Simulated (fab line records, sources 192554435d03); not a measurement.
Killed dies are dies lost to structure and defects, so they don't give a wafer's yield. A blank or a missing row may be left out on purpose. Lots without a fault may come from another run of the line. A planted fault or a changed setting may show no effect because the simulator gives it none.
Which tool did it? | flow n5_finfet | 9 lots, 27 wafers sampled, at 5 steps of a route of 1938

WHAT THE GAUGES READ, wafer by wafer
N5_BEOL_M4_RC_MEAS_101. Usual: DIBL_N 36.3 mV/V, standard deviation 1.2; DIBL_P 36.3 mV/V, standard deviation 1.4; IOFF_N 0.157 nA/um, standard deviation 0.02; IOFF_P 0.22 nA/um, standard deviation 0.033; ION_N 675 uA/um, standard deviation 9.6; ION_P 465 uA/um, standard deviation 8.2; SS_N 71.4 mV/dec, standard deviation 0.45; SS_P 73.3 mV/dec, standard deviation 0.54; VT_N 249.8 mV, standard deviation 2.5; VT_P -249 mV, standard deviation 3.2.
lot  | measured     | on        | DIBL_N (mV/V)  | DIBL_P (mV/V)  | IOFF_N (nA/um)    | IOFF_P (nA/um) | ION_N (uA/um) | ION_P (uA/um) | SS_N (mV/dec)  | SS_P (mV/dec)  | VT_N (mV)         | VT_P (mV)      | flag
L724 | day 9 11:22  | prober-02 | 36.7 37.9 36.8 | 37.4 38.7 37.3 | 0.161 0.190 0.162 | 0.24 0.26 0.23 | 684 687 678   | 475 467 468   | 72.0 71.9 71.4 | 73.4 74.0 74.3 | 247.5 248.9 249.6 | -247 -249 -249 |
L727 | day 9 17:05  | prober-01 | 36.7 36.6 36.4 | 36.7 36.2 36.4 | 0.185 0.163 0.179 | 0.25 0.23 0.25 | 695 679 695   | 475 466 477   | 72.2 71.9 71.0 | 73.9 72.6 72.6 | 247.5 250.2 246.5 | -249 -249 -246 |
L726 | day 9 23:38  | prober-01 | 36.5 37.5 36.6 | 35.2 37.4 34.6 | 0.145 0.176 0.138 | 0.20 0.24 0.19 | 677 690 674   | 465 477 460   | 71.7 71.7 71.2 | 73.1 73.4 73.4 | 253.5 246.0 252.7 | -251 -247 -251 |
L736 | day 11 12:14 | prober-01 | 34.5 34.2 33.8 | 34.8 34.3 34.0 | 0.155 0.146 0.141 | 0.19 0.18 0.17 | 679 681 670   | 468 459 459   | 71.6 70.7 71.5 | 73.8 72.8 72.9 | 249.4 247.7 248.8 | -252 -255 -256 |
L735 | day 12 05:26 | prober-01 | 37.2 35.8 36.2 | 37.3 36.4 36.6 | 0.182 0.173 0.173 | 0.25 0.24 0.23 | 680 680 677   | 475 472 465   | 71.3 71.3 71.1 | 73.5 73.9 72.8 | 248.5 249.2 247.7 | -246 -245 -246 |
L740 | day 13 11:38 | prober-02 | 35.0 35.3 34.5 | 35.0 35.0 33.3 | 0.143 0.149 0.137 | 0.25 0.23 0.21 | 674 677 687   | 464 472 473   | 72.2 71.7 71.4 | 73.6 73.6 73.2 | 251.8 252.1 250.9 | -248 -247 -248 |
L741 | day 13 11:45 | prober-01 | 35.0 35.9 35.8 | 33.2 34.8 34.6 | 0.123 0.141 0.130 | 0.15 0.17 0.17 | 654 665 650   | 443 450 442   | 70.7 71.5 71.2 | 73.8 73.9 73.9 | 256.3 254.5 257.1 | -256 -258 -256 |
L742 | day 13 12:34 | prober-02 | 35.0 35.4 34.6 | 35.5 36.4 35.6 | 0.126 0.127 0.115 | 0.18 0.19 0.18 | 653 661 658   | 459 460 459   | 70.5 71.3 70.8 | 72.8 73.2 73.1 | 254.0 254.7 254.7 | -251 -251 -252 |
L743 | day 13 20:59 | prober-02 | 38.3 37.7 38.1 | 38.4 38.6 38.6 | 0.206 0.195 0.199 | 0.26 0.26 0.26 | 675 675 692   | 463 467 474   | 72.1 72.2 71.5 | 74.6 73.5 73.9 | 247.8 247.5 244.4 | -247 -249 -245 |

WHICH TOOL RAN EACH LOT (tool, then ch and the chambers of the sampled wafers, then the start)
lot  | N5_BEOL_M3_STRIP_66                | N5_BEOL_M3_ETCH_77                 | N5_BEOL_M3_ALD_98                 | N5_BEOL_M3_STRIP_36
L724 | rie_diel-05 ch 0,2,3, day 7 18:59  | rie_diel-05 ch 2,3, day 7 19:50    | ald_sin-02 ch 0,3, day 7 19:56    | rie_diel-04 ch 1,2, day 8 04:28
L727 | rie_diel-02 ch 0,2,3, day 8 14:43  | rie_diel-04 ch 1,2,3, day 8 15:25  | ald_sin-02 ch 0,2, day 8 15:54    | rie_diel-02 ch 0,1, day 8 18:57
L726 | rie_diel-04 ch 0,1,3, day 8 20:04  | rie_diel-05 ch 0,1,2, day 8 20:53  | ald_sin-02 ch 0,1,2, day 8 20:59  | rie_diel-02 ch 0,1,3, day 9 07:37
L736 | rie_diel-05 ch 0,2,3, day 10 09:28 | rie_diel-04 ch 1,2, day 10 10:19   | ald_sin-03 ch 0,3, day 10 10:25   | rie_diel-02 ch 1,2,3, day 10 18:09
L735 | rie_diel-05 ch 0,2,3, day 10 11:36 | rie_diel-02 ch 1,2,3, day 10 12:34 | ald_sin-01 ch 0,1,2, day 10 12:40 | rie_diel-02 ch 0,2,3, day 10 22:38
L740 | rie_diel-04 ch 1,3, day 12 04:45   | rie_diel-04 ch 0,1, day 12 05:35   | ald_sin-03 ch 2,3, day 12 06:11   | rie_diel-04 ch 0,2,3, day 12 07:26
L741 | rie_diel-04 ch 0,3, day 12 08:47   | rie_diel-02 ch 0,1, day 12 09:39   | ald_sin-02 ch 0,1,3, day 12 09:45 | rie_diel-05 ch 2,3, day 12 11:13
L742 | rie_diel-02 ch 0,1,3, day 12 09:03 | rie_diel-02 ch 0,1,2, day 12 09:52 | ald_sin-01 ch 0,2,3, day 12 09:58 | rie_diel-04 ch 0,2,3, day 12 16:52
L743 | rie_diel-02 ch 0,1,2, day 12 22:17 | rie_diel-04 ch 0,1,2, day 12 22:59 | ald_sin-01 ch 0,1, day 12 23:24   | rie_diel-04 ch 0,1, day 13 02:14
- N5_BEOL_M3_STRIP_66: strips in CF4.
- N5_BEOL_M3_ETCH_77: etches underlayer in N2/H2, target depth 6.5 nm, time 5.2 s.
- N5_BEOL_M3_ALD_98: deposits SiO2, target thk 2.5 nm, pulse time 1 s, co reactant pulse time 1 s.
- N5_BEOL_M3_STRIP_36: strips in N2/H2.

WHAT THE TOOLS THEMSELVES READ (means of the sampled wafers that have a number; where no wafer has one, the mark that the record gives instead)
N5_BEOL_M3_STRIP_66. Usual: drypump_motor_current_A 5.8 A, standard deviation 0.51; oes_product_au 0.74 a.u., standard deviation 0.081; rf_vpp_V 271.0 V, standard deviation 1.4; showerhead_plenum_p_Torr 1.79 Torr, standard deviation 0.053; throttle_valve_pct 13.76 %, standard deviation 0.26.
lot  | tool        | drypump_motor_current_A (A) | oes_product_au (a.u.) | rf_vpp_V (V) | showerhead_plenum_p_Torr (Torr) | throttle_valve_pct (%) | flag
L724 | rie_diel-05 | 5.5                         | 0.70                  | 270.7        | 1.78                            | 13.85                  |
L727 | rie_diel-02 | 5.4                         | 0.73                  | 270.8        | 1.79                            | 13.75                  |
L726 | rie_diel-04 | 6.1                         | 0.72                  | 269.0        | 1.74                            | 13.84                  |
L736 | rie_diel-05 | 5.5                         | 0.78                  | 270.2        | 1.77                            | 13.69                  |
L735 | rie_diel-05 | 5.5                         | 0.78                  | 270.3        | 1.77                            | 13.70                  |
L740 | rie_diel-04 | 6.0                         | 0.87                  | 272.2        | 1.84                            | 13.59                  |
L741 | rie_diel-04 | 5.8                         | 0.85                  | 272.8        | 1.86                            | 13.61                  |
L742 | rie_diel-02 | 5.6                         | 0.76                  | 271.8        | 1.82                            | 13.73                  |
L743 | rie_diel-02 | 5.8                         | 0.76                  | 272.1        | 1.82                            | 13.59                  |

N5_BEOL_M3_ETCH_77. Usual: drypump_motor_current_A 5.8 A, standard deviation 0.54; etch_rf_on_time_s 5.21 s, standard deviation 0.084; oes_product_au 0.64 a.u., standard deviation 0.068; rf_vpp_V 523.8 V, standard deviation 2.5; showerhead_plenum_p_Torr 2.54 Torr, standard deviation 0.082; throttle_valve_pct 17.96 %, standard deviation 0.27.
lot  | tool        | drypump_motor_current_A (A) | etch_rf_on_time_s (s) | oes_product_au (a.u.) | rf_vpp_V (V) | showerhead_plenum_p_Torr (Torr) | throttle_valve_pct (%) | flag
L724 | rie_diel-05 | 5.6                         | 5.35                  | 0.61                  | 523.3        | 2.52                            | 18.18                  |
L727 | rie_diel-04 | 5.9                         | 5.18                  | 0.64                  | 522.4        | 2.49                            | 18.06                  |
L726 | rie_diel-05 | 5.9                         | 5.25                  | 0.59                  | 521.7        | 2.51                            | 18.01                  |
L736 | rie_diel-04 | 6.2                         | 5.14                  | 0.64                  | 522.1        | 2.50                            | 18.06                  |
L735 | rie_diel-02 | 5.4                         | 5.16                  | 0.67                  | 524.0        | 2.60                            | 17.77                  |
L740 | rie_diel-04 | 6.4                         | 5.19                  | 0.62                  | 521.6        | 2.45                            | 18.06                  |
L741 | rie_diel-02 | 6.0                         | 5.22                  | 0.64                  | 524.6        | 2.58                            | 18.10                  |
L742 | rie_diel-02 | 5.8                         | 5.23                  | 0.66                  | 524.4        | 2.59                            | 17.87                  |
L743 | rie_diel-04 | 6.1                         | 5.17                  | 0.62                  | 521.4        | 2.52                            | 18.00                  |

N5_BEOL_M3_ALD_98. Usual: heater_power_w 78 W, standard deviation 7.5; precursor_pulse_height_rel 1.001, standard deviation 0.021.
lot  | tool       | heater_power_w (W) | precursor_pulse_height_rel | flag
L724 | ald_sin-02 | 81                 | 0.999                      |
L727 | ald_sin-02 | 87                 | 0.997                      |
L726 | ald_sin-02 | 82                 | 0.994                      |
L736 | ald_sin-03 | 72                 | 1.008                      |
L735 | ald_sin-01 | 77                 | 0.988                      |
L740 | ald_sin-03 | 69                 | 1.001                      |
L741 | ald_sin-02 | 76                 | 0.997                      |
L742 | ald_sin-01 | 75                 | 1.004                      |
L743 | ald_sin-01 | 80                 | 0.996                      |

N5_BEOL_M3_STRIP_36. Usual: drypump_motor_current_A 5.8 A, standard deviation 0.51; oes_product_au 0.77 a.u., standard deviation 0.094; rf_vpp_V 59.3 V, standard deviation 1.5; showerhead_plenum_p_Torr 2.56 Torr, standard deviation 0.092; throttle_valve_pct 23.71 %, standard deviation 0.29.
lot  | tool        | drypump_motor_current_A (A) | oes_product_au (a.u.) | rf_vpp_V (V) | showerhead_plenum_p_Torr (Torr) | throttle_valve_pct (%) | flag
L724 | rie_diel-04 | 6.3                         | 0.77                  | 59.1         | 2.50                            | 23.86                  |
L727 | rie_diel-02 | 6.0                         | 0.79                  | 59.0         | 2.58                            | 23.92                  |
L726 | rie_diel-02 | 5.6                         | 0.79                  | 58.4         | 2.59                            | 23.79                  |
L736 | rie_diel-02 | 5.4                         | 0.80                  | 58.2         | 2.59                            | 23.55                  |
L735 | rie_diel-02 | 5.5                         | 0.71                  | 58.4         | 2.53                            | 23.86                  |
L740 | rie_diel-04 | 5.8                         | 0.79                  | 59.7         | 2.61                            | 23.56                  |
L741 | rie_diel-05 | 5.6                         | 0.78                  | 61.1         | 2.50                            | 23.88                  |
L742 | rie_diel-04 | 5.8                         | 0.79                  | 59.1         | 2.61                            | 23.57                  |
L743 | rie_diel-04 | 6.3                         | 0.71                  | 59.9         | 2.47                            | 23.71                  |

THE ANSWER, worked out from the rows above alone
Rule: a lot is off if the mean of its wafers that have a number lies more than 3 standard deviations from the usual mean. A lot without any number at a reading at which 4 lots or more have one is off too. The other lots that the step has rows for count as sound. The gauges are gone through in route order, then the tools' own readings, and for those a lot's mean is taken as printed above. The first step at which some lot is off is used, and at that step the reading that is off furthest; a lot without a number counts as furthest.
No lot is off at any reading shown: from this, nothing can be told.

WHAT THE SIMULATOR HAD PUT IN
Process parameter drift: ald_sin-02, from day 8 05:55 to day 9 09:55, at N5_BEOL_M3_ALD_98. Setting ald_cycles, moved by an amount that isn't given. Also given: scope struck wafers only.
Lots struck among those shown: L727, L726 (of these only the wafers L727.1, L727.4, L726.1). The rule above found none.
